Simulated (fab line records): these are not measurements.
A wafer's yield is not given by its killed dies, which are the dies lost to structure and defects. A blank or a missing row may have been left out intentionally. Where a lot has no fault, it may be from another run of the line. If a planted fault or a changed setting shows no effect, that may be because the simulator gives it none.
A lot that was struck, set against a sound lot || flow n5-finfet || 14 steps out of a route of 1938
Sound: these wafers, L966.2, L966.5, L966.6. Struck: wafer L974.5. (L974.2 of the same lot was not struck and is left out.) The cause comes at the end.
For every step that has rows: the tool of each side, followed by ch and its chambers, followed by its first start. Under that, the readings that differ: sound wafers || struck wafers || difference of the means || sigmas: that difference in standard deviations of wafers without a fault.
alike: words and numbers the same on both sides, and readings whose means are apart by under 2 such deviations; not compared: readings that were withheld, readings missing a value for some wafer, numbers with overlapping values and no deviation given by the record, and bounds like >300 which may hide the same value.
Wherever a step has rows on one side only, a row that says differs or no value, or a row with sigmas, the two part there. Non-overlapping numbers with no deviation appear without sigmas and do not part them. A reading missing from all wafers of one side parts the sides only when that side holds two or more wafers.

first, 1 step without rows for these wafers: N5_HKMG_FIN_ALD_72 (deposits W, target thk 2 nm, pulse time 1 s, purge time 2 s).
N5_HKMG_FIN_W_FILL_22: material W, target thk 60 nm, time 18.2 s.
  sound on cvd-w-02 ch 0,1, day 5 17:09; struck on cvd-w-01 ch 0, day 7 14:43
  alike: heater-power-outer-w, heater-power-w, throttle-valve-pct
then, 2 steps without rows for these wafers: N5_HKMG_FIN_PRECLEAN_83 (cleans in DIW, time 57.5 s); N5_HKMG_FIN_SRD_84 (dry time 32 s).
N5_HKMG_FIN_CMP_23: polishes, stops on SiNx, t overpolish 10 s, target thk 46.326 nm.
  sound on cmp-04 ch 1,2,3, day 5 17:25; struck on cmp-03 ch 2, day 7 15:03
  alike: edge-zone-pressure-frac, motor-current-A, overpolish-run-s, time-to-endpoint-s
then, 1 step without rows for these wafers: N5_HKMG_FIN_CMP_94 (polishes, stops on SiNx, t overpolish 4.7 s, target thk 43.299 nm).
N5_HKMG_FIN_INSPECT_28: inspects for defects (darkfield).
  sound: defect-inspect-02 at day 5 17:58; struck: defect-inspect-01 at day 7 15:32
  alike: raw-defect-count
then, 1 step without rows for these wafers: N5_GATE_CUT_ETCHBACK_00 (etches W in SF6/Cl2).
N5_GATE_CUT_ETCH_56: etches TiN in Cl2/Ar, target depth 21.6 nm.
  sound on rie-metal-02 ch 0,1, day 5 18:08; struck on rie-metal-03 ch 1, day 7 15:41
{"reading": "oes-product-au (a.u.)", "sound": "0.92 0.96 0.92", "struck": 0.60, "difference": -0.33, "sigmas": -4}
  alike: drypump-motor-current-A, throttle-valve-pct
  not compared: rf-hours-counter-h
N5_GATE_CUT_ETCHBACK_30: etches TiN in Cl2/Ar, target depth 3 nm.
  sound on rie-metal-02 ch 0,1, day 5 18:13; struck on rie-metal-03 ch 1, day 7 15:46
{"reading": "oes-product-au (a.u.)", "sound": "0.92 0.98 0.91", "struck": 0.61, "difference": -0.33, "sigmas": -3}
  alike: drypump-motor-current-A, throttle-valve-pct
  not compared: rf-hours-counter-h
N5_GATE_CUT_VAPOR_ETCH_60: etches HfO2 in BCl3/Cl2.
  sound on rie-metal-02 ch 0,1, day 5 18:15; struck on rie-metal-03 ch 1, day 7 15:48
{"reading": "oes-product-au (a.u.)", "sound": "0.91 0.96 0.91", "struck": 0.61, "difference": -0.32, "sigmas": -3}
  alike: drypump-motor-current-A
N5_GATE_CUT_ETCH_58: etches SiNx in CH3F/O2, target depth 17 nm, time 128.6 s.
  sound on rie-diel-03 ch 1,2, day 5 18:18; struck on rie-diel-03 ch 1, day 7 15:51
{"reading": "model.etch.depth-nm (nm)", "sound": "17.35 17.36 16.87", "struck": 13.75, "difference": -3.44, "sigmas": ""}
{"reading": "model.SiNx_of_SDB_ALD_29.thk-nm (nm)", "sound": "24.6 24.6 24.6", "struck": 25.2, "difference": "+0.6", "sigmas": ""}
  alike: drypump-motor-current-A, oes-product-au, rf-vpp-V, showerhead-plenum-p-Torr, throttle-valve-pct
  not compared: rf-hours-counter-h
then, 1 step without rows for these wafers: N5_GATE_CUT_STRIP_59 (strips in N2/H2, time 20 s).
-- the record jumps here: 4 days lie between the struck wafers' starts before and after (it left off in module GATE_CUT and takes up again in module BEOL_M4, whose first step shown is number 1111 of the route) --
N5_BEOL_M4_RC_MEAS_101:
  sound on prober-02 ch 0, day 10 02:10; struck on prober-01 ch 0, day 11 10:16
{"reading": "SS_P (mV/dec)", "sound": "73.5 72.7 74.5", "struck": 72.0, "difference": -1.6, "sigmas": -2}
  alike: DIBL_N, DIBL_P, IOFF_N, IOFF_P, ION_N, ION_P, SS_N, VT_N, VT_P

WHERE THEY PART
Earliest at N5_GATE_CUT_ETCH_56; latest, in this record, at N5_BEOL_M4_RC_MEAS_101.

WHY: the cause the simulator had injected
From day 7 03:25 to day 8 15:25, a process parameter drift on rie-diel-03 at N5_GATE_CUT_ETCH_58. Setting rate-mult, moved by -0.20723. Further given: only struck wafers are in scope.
